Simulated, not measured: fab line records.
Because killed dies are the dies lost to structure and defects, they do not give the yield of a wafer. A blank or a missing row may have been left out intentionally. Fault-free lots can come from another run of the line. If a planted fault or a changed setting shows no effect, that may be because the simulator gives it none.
Problem report in the 8D (eight disciplines) form, filled by code || flow nand-harc || the parts of the form that need people (team, actions taken, sign-off) are left out

== 1. THE ISSUE ==
A mean of 74.1 s is read at NHARC_P_BONDPAD_ETCH_24 for run-length-s, taken on 1 wafer of 1 lot, against 94.3 s (standard deviation 0.37) on wafers free of any fault. That puts it -55 standard deviations away from the usual mean.
The step: etches the open film in CF4/N2, target depth 30 nm, time 72.99 s.
Earliest sighting: wafer L889.6 on rie-diel-12 at day 15 13:11. Wafers with a number at this step in the record: 39, from 13 lots. Rule for "out", or "out of limits": more than 4 standard deviations from the usual mean. All remaining wafers that have a number are taken as sound.

== 2. WHAT IT IS AND WHAT IT IS NOT ==
{"question": "which readings at this step", "is": "run-length-s", "is not": "drypump-motor-current-A, n2-flow-sccm, oes-product-au, rf-vpp-V, showerhead-plenum-p-Torr, throttle-valve-pct"}
{"question": "which lots", "is": "L889", "is not": "L867, L868, L869, L873, L874, L875, L876, L877, L879, L881, L882, L884"}
{"question": "which wafers of those lots", "is": "L889.6", "is not": "L889.1, L889.4"}
{"question": "read on which tools", "is": "rie-diel-12", "is not": "rie-diel-02, rie-diel-04"}
{"question": "when", "is": "from day 15 13:11", "is not": "up to then (38 sound wafers)"}

== 3. WHAT RULES OUT EACH SUSPECT ==
Counting: any tool at a process step up to the reading remains a suspect provided it ran every lot that is out. Sound lots after the first of them don't rule it out here, since some wafers of a struck lot are sound.
- rie-diel-05 at NHARC_P_M2_ETCH_28 (etches the open film in CF4/N2, target depth 30 nm, time 72.99 s): kept. It processed L889, the lot that is out, at day 15 10:50, and its most recent sound lot before then was L879 at day 11 14:24. NHARC_P_M2_ETCH_28: start missing for some lots; hours and lot order therefore follow NHARC_P_M2_DEP_33.
- pecvd-04 at NHARC_P_M2_DEP_33 (deposits SiCN, target thk 30 nm): kept. It processed L889, the lot that is out, at day 15 10:50, and its most recent sound lot before then was L884 at day 13 14:10.
- rie-diel-12 at NHARC_P_BONDPAD_ETCH_24 (etches the open film in CF4/N2, target depth 30 nm, time 72.99 s): kept. It processed L889, the lot that is out, at day 15 13:11, and its most recent sound lot before then was L882 at day 13 05:01. Its own run-length-s readings are out on those wafers.
- The sound lot-mates ran in chamber 1 of pecvd-04 at NHARC_P_M2_DEP_33, but the wafers that are out ran in chamber 0.
- In rie-diel-12 at NHARC_P_BONDPAD_ETCH_24, the wafers that are out were processed in chamber 0 and their sound lot-mates in chambers 1, 2.
Left after counting: rie-diel-05 at NHARC_P_M2_ETCH_28, pecvd-04 at NHARC_P_M2_DEP_33, rie-diel-12 at NHARC_P_BONDPAD_ETCH_24.

== 4. THE CAUSE (what the simulator had put in) ==
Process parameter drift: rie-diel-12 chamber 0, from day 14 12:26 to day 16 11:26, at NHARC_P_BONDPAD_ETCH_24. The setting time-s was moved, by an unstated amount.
3 suspects survive the count, and this tool is in that group.

== 5. THE EFFECT CHAIN, in route order ==
Rows list readings where the struck wafers' mean (over those with a number) sits beyond 3 standard deviations from the usual. Only readings whose record carries a usual standard deviation are examined. hours: median over the lots of the time between each lot's start at the first step of this table that gives one and its start at this step. sigmas: the change, counted in usual standard deviations.
{"hours": 0, "step": "NHARC_P_BONDPAD_ETCH_24", "reading": "run-length-s", "usual": "94.3 s", "on struck wafers": 74.1, "change": -20.2, "sigmas": -55}
The process steps in it:
- NHARC_P_BONDPAD_ETCH_24: etches the open film in CF4/N2, target depth 30 nm, time 72.99 s.
Readings that are blank on the struck wafers while sound wafers have them: rf-fwd-power-W at NHARC_P_BONDPAD_ETCH_24.
Later steps that measure or inspect, where all struck wafers having a row at the step show a number for every such reading and not one has moved that far: NHARC_P_BONDPAD_INSPECT_23.

== 6. HOW IT WOULD HAVE BEEN CAUGHT EARLIER ==
25 hours passed between the start of the fault at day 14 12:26 and the first reading out of limits in this record, taken at day 15 13:11.
